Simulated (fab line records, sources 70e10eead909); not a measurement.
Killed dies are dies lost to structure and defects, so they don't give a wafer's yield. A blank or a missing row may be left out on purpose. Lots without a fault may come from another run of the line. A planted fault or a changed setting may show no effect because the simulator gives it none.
Problem report in the 8D (eight disciplines) form, filled by code | flow nand_harc | the parts of the form that need people (team, actions taken, sign-off) are left out

1. THE PROBLEM
thk_nm at NHARC_A_ONON_D2_THK_MEAS_02 reads a mean of 651 nm on 3 wafers of 3 lots; wafers without a fault read 1000 nm with a standard deviation of 8.2. That is -43 standard deviations from the usual mean.
The step: measures by ellipsometry.
First seen on wafer L697.5, day 19 17:33, on film_metro-01. The record holds 42 wafers of 15 lots with a number at this step. Rule for "out", or "out of limits": more than 4 standard deviations from the usual mean. The other wafers with a number count as sound.

2. WHAT IT IS AND WHAT IT IS NOT
question                    | is                     | is not
which readings at this step | thk_nm                 | -
which lots                  | L697, L699, L700       | L682, L683, L684, L685, L686, L687, L689, L690, L691, L692, L701, L703
which wafers of those lots  | L697.5, L699.5, L700.5 | L697.4, L699.1, L700.1
read on which gauges        | film_metro-01          | film_metro-02
when                        | from day 19 17:33      | up to then (31 sound wafers); but 8 sound wafers of L699, L700, L701, L703 came after

3. SUSPECTS, AND WHAT RULES EACH OUT
Counting: a tool at a process step up to the reading stays a suspect if it ran every lot that is out. Sound lots after the first of them don't rule it out here, since some wafers of a struck lot are sound.
- the gauge at NHARC_A_ONON_D2_THK_MEAS_02: ruled out. All the wafers that are out were read on film_metro-01, but those of them that NHARC_END_SORT_01 has rows for are out there too, on other tools.
- ald_hk-01 at NHARC_A_CHANNEL_FILL_D1_ALD_25 (deposits SiOx, target thk 60 nm, pulse time 10 s, ald cycles 600): kept. It ran every lot that is out, first L697 (day 17 17:08); its last sound lot up to then is L690 (day 14 23:26).
- pecvd_onon-02 at NHARC_A_ONON_D2_DEP_00 (target thk 1000 nm): kept. It ran every lot that is out, first L697 (day 19 17:13); its last sound lot up to then is L692 (day 16 23:02).
- Within ald_hk-01 at NHARC_A_CHANNEL_FILL_D1_ALD_25: the wafers that are out ran in chambers 1, 2; their sound lot-mates ran in chambers 0, 3.
Left after counting: ald_hk-01 at NHARC_A_CHANNEL_FILL_D1_ALD_25, pecvd_onon-02 at NHARC_A_ONON_D2_DEP_00.

4. THE CAUSE (what the simulator had put in)
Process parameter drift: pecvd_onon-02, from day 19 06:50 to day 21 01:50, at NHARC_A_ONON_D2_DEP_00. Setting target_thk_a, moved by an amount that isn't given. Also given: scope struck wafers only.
Counting left 2 suspects, and this tool is among them.

5. THE CHAIN OF EFFECTS, in route order
Each row: a reading whose mean over the struck wafers that have a number lies more than 3 standard deviations from the usual. Only readings for which the record gives a usual standard deviation are gone through. hours: the time from each lot's start at the first step in this table that gives one to its start at this step, as a median over the lots. sigmas: the change in usual standard deviations.
hours | step                        | reading         | usual   | on struck wafers | change | sigmas
0     | NHARC_A_ONON_D2_THK_MEAS_02 | thk_nm          | 1000 nm | 651              | -349   | -43
318   | NHARC_END_SORT_01           | killed_at_array | 53      | 667              | +614   | +32
318   | NHARC_END_SORT_01           | killed_dies     | 57      | 677              | +620   | +33

6. WHAT WOULD HAVE CAUGHT IT SOONER
In this record the first reading out of limits at a measuring or inspecting step was taken at day 19 17:33, 11 hours after the fault began at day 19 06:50.
Of the lots that are out (3), L699, L700 began NHARC_A_ONON_D2_DEP_00 on pecvd_onon-02 after day 19 17:33. A hold on the tool at that time would have spared those 2.
